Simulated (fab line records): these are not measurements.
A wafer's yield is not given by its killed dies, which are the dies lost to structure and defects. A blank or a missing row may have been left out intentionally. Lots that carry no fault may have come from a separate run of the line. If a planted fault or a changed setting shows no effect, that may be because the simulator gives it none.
Which tool is to blame? -- flow n5 finfet -- 10 lots with 29 wafers sampled at 6 steps, on a route of 1938 steps

== WHAT THE GAUGES SHOWED, per wafer ==
N5_BEOL_M3_INSPECT_13: inspects for defects (brightfield). Usual: 437 for raw defect count, sd 110.
lot,measured,on,raw defect count,flag
L432,day 6 23:02,defect inspect-02,284 301 353,
L431,day 6 23:51,defect inspect-02,425 308 310,
L434,day 7 16:10,defect inspect-02,409 594 371,
L436,day 8 15:20,defect inspect-01,333 306 370,
L442,day 9 19:53,defect inspect-02,293 536 474,
L443,day 10 00:59,defect inspect-01,488 439 552,
L444,day 10 06:17,defect inspect-02,317 387,
L452,day 12 05:30,defect inspect-01,401 627 499,
L453,day 12 10:13,defect inspect-01,432 442 372,
L454,day 12 13:06,defect inspect-01,421 430 466,

N5_BEOL_M3_CD_MEAS_18: pitch 36 nm, target cd 18 nm. Usual: 18.0 nm for cd nm, sd 0.35.
lot,measured,on,cd nm (nm),flag
L432,day 6 23:30,cd sem-02,17.8 17.7 17.3,
L431,day 7 00:21,cd sem-02,18.1 18.2 17.7,
L434,day 7 16:44,cd sem-01,18.2 18.0 17.5,
L436,day 8 16:01,cd sem-03,18.1 17.7 17.7,
L442,day 9 20:40,cd sem-02,18.6 18.2 18.3,
L443,day 10 01:26,cd sem-02,18.1 18.4 18.3,
L444,day 10 06:45,cd sem-02,17.7 17.9,
L452,day 12 05:58,cd sem-03,18.5 18.1 18.2,
L453,day 12 10:41,cd sem-02,18.1 18.0 17.6,
L454,day 12 13:40,cd sem-01,18.3 17.9 18.2,

N5_BEOL_M3_CD_MEAS_28: target cd 25.7 nm, target cd y 23.3 nm. Usual: 25.67 nm for cd nm, sd 0.25.
lot,measured,on,cd nm (nm),flag
L432,day 6 23:49,cd sem-01,25.61 25.62 25.58,
L431,day 7 00:48,cd sem-03,25.40 25.38 25.52,
L434,day 7 17:04,cd sem-01,25.90 25.81 25.39,
L436,day 8 16:20,cd sem-01,25.77 26.11 25.99,
L442,day 9 20:58,cd sem-03,25.57 15.11 25.80,OFF
L443,day 10 01:46,cd sem-02,25.83 15.69 17.01,OFF
L444,day 10 07:05,cd sem-02,25.24 15.17,OFF
L452,day 12 06:24,cd sem-01,26.02 25.80 25.91,
L453,day 12 11:00,cd sem-02,25.61 25.37 25.54,
L454,day 12 13:59,cd sem-01,25.28 25.85 25.65,

N5_BEOL_M4_RC_MEAS_101. Usual: DIBL_N 36.3 mV/V, standard deviation 1.7; DIBL_P 36.3 mV/V, standard deviation 2.2; IOFF_N 0.16 nA/um, standard deviation 0.034; IOFF_P 0.21 nA/um, standard deviation 0.038; ION_N 673 uA/um, standard deviation 13; ION_P 461 uA/um, standard deviation 8.3; SS_N 71.5 mV/dec, standard deviation 0.55; SS_P 73.3 mV/dec, standard deviation 0.67; VT_N 250 mV, standard deviation 3.4; VT_P -251 mV, standard deviation 3.5.
lot,measured,on,DIBL_N (mV/V),DIBL_P (mV/V),IOFF_N (nA/um),IOFF_P (nA/um),ION_N (uA/um),ION_P (uA/um),SS_N (mV/dec),SS_P (mV/dec),VT_N (mV),VT_P (mV),flag
L432,day 7 16:28,prober-02,35.6 34.8 33.3,36.5 34.9 33.0,0.16 0.14 0.12,0.20 0.18 0.16,665 658 651,456 449 456,71.5 71.5 70.5,73.2 73.5 72.3,252 253 257,-252 -255 -254,
L431,day 8 01:49,prober-01,40.2 36.2 35.2,39.4 35.4 33.2,0.24 0.16 0.12,0.28 0.19 0.16,688 679 653,460 461 446,72.3 71.2 71.2,72.9 72.6 72.5,244 250 254,-246 -251 -254,
L434,day 8 19:18,prober-02,33.0 35.9 35.8,31.4 35.7 35.9,0.10 0.15 0.14,0.14 0.19 0.20,658 667 672,456 461 464,71.1 71.4 71.2,71.6 73.1 73.4,256 253 252,-255 -254 -253,
L436,day 9 13:10,prober-01,34.6 39.0 37.8,33.7 39.7 38.0,0.13 0.23 0.19,0.17 0.27 0.25,665 695 684,451 472 464,71.7 72.1 71.8,72.1 73.6 74.3,253 245 248,-254 -248 -248,
L442,day 10 21:47,prober-02,35.7 36.9,35.9 37.3,0.16 0.18,0.18 0.20,676 679,459 452,71.1 71.7,72.8 73.5,248 247,-253 -253,
L443,day 11 02:34,prober-02,39.9,40.9,0.24,0.29,703,474,72.0,73.6,242,-246,
L444,day 11 02:06,prober-01,36.7,38.4,0.18,0.23,683,469,72.0,73.3,248,-249,
L452,day 13 02:16,prober-01,35.2 39.5 39.0,35.0 41.1 38.8,0.12 0.22 0.19,0.20 0.32 0.28,673 702 686,474 489 479,71.0 71.9 71.5,72.3 74.4 73.7,252 244 246,-250 -243 -244,
L453,day 13 05:31,prober-02,36.2 34.7 35.2,34.5 33.2 33.5,0.15 0.13 0.14,0.20 0.17 0.18,660 667 661,455 455 450,72.0 70.9 71.3,73.7 73.3 73.4,249 250 251,-250 -255 -251,
L454,day 13 08:58,prober-02,36.2 38.1 38.4,35.5 37.5 38.9,0.14 0.18 0.20,0.17 0.20 0.23,662 671 693,453 455 465,71.2 71.8 71.8,73.1 73.8 74.1,253 248 248,-256 -251 -253,

== WHAT TOOL EACH LOT RAN ON (gives the tool, then ch and the chambers of the sampled wafers, and finally the start) ==
lot,N5_BEOL_M3_STRIP_19,N5_BEOL_M3_EXPOSE_25
L432,"rie diel-06 ch 0,1,2, day 6 23:26","euv scanner-01 ch 0, day 6 23:41"
L431,"rie diel-02 ch 1,2, day 7 00:17","euv scanner-02 ch 0, day 7 00:39"
L434,"rie diel-06 ch 0,2,3, day 7 16:41","euv scanner-02 ch 0, day 7 16:55"
L436,"rie diel-06 ch 2,3, day 8 15:56","euv scanner-02 ch 0, day 8 16:11"
L442,"rie diel-06 ch 0,1,3, day 9 20:35","euv scanner-02 ch 0, day 9 20:50"
L443,"rie diel-02 ch 1,3, day 10 01:22","euv scanner-02 ch 0, day 10 01:37"
L444,"rie diel-01 ch 0,3, day 10 06:41","euv scanner-02 ch 0, day 10 06:56"
L452,"rie diel-01 ch 1,2,3, day 12 05:53","euv scanner-01 ch 0, day 12 06:16"
L453,"rie diel-06 ch 1,2,3, day 12 10:37","euv scanner-01 ch 0, day 12 10:51"
L454,"rie diel-01 ch 1,2,3, day 12 13:35","euv scanner-01 ch 0, day 12 13:50"
- N5_BEOL_M3_STRIP_19: strips in O2.
- N5_BEOL_M3_EXPOSE_25: exposes mask V2, defocus 5 nm.

== WHAT THE TOOLS THEMSELVES READ (means of the sampled wafers that have a number; where no wafer has one, the mark that the record gives instead) ==
N5_BEOL_M3_STRIP_19. Usual: drypump motor current A 5.9 A, standard deviation 0.38; oes product au 0.79 a.u., standard deviation 0.083; rf vpp V 3.6 V, standard deviation 0.47; showerhead plenum p Torr 2.12 Torr, standard deviation 0.079; throttle valve pct 16.68 %, standard deviation 0.2.
lot,tool,drypump motor current A (A),oes product au (a.u.),rf vpp V (V),showerhead plenum p Torr (Torr),throttle valve pct (%),flag
L432,rie diel-06,5.9,0.78,3.6,2.17,16.73,
L431,rie diel-02,6.2,0.92,3.6,2.04,16.34,
L434,rie diel-06,6.0,0.76,4.2,2.16,16.80,
L436,rie diel-06,6.1,0.76,3.5,2.19,16.75,
L442,rie diel-06,6.0,0.73,3.4,2.16,16.85,
L443,rie diel-02,6.1,0.93,3.0,2.08,16.41,
L444,rie diel-01,5.7,0.85,4.0,2.12,16.54,
L452,rie diel-01,5.9,0.83,3.8,2.14,16.72,
L453,rie diel-06,6.1,0.72,3.7,2.19,16.86,
L454,rie diel-01,5.9,0.83,3.4,2.14,16.72,

== THE ANSWER, worked out from the rows above alone ==
Rule: a lot is off if the mean of its wafers that have a number lies more than 3 standard deviations from the usual mean. Also off: a lot with no number at a reading for which 4 or more lots have one. All remaining lots with rows at the step are treated as sound. First the gauges in route order, then the tools' own readings, where a lot's mean is used as printed above. The first step at which some lot is off is used, and at that step the reading that is off furthest; a lot without a number counts as furthest.
Off, at N5_BEOL_M3_CD_MEAS_28 on cd nm: L442, L443, L444.
A tool fits if, at a process step before that reading, it ran every lot that is off, and no sound lot after the first of them. The gauges at N5_BEOL_M3_CD_MEAS_28 are tried like those tools. One fits: N5_BEOL_M3_EXPOSE_25 on euv scanner-02. Its last sound lot is L436 (day 8 16:11), its first lot that is off L442 (day 9 20:50): a fault that began between those two fits.

== WHAT THE SIMULATOR HAD PUT IN ==
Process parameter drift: euv scanner-02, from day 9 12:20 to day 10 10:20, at N5_BEOL_M3_EXPOSE_25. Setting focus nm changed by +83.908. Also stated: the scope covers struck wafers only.
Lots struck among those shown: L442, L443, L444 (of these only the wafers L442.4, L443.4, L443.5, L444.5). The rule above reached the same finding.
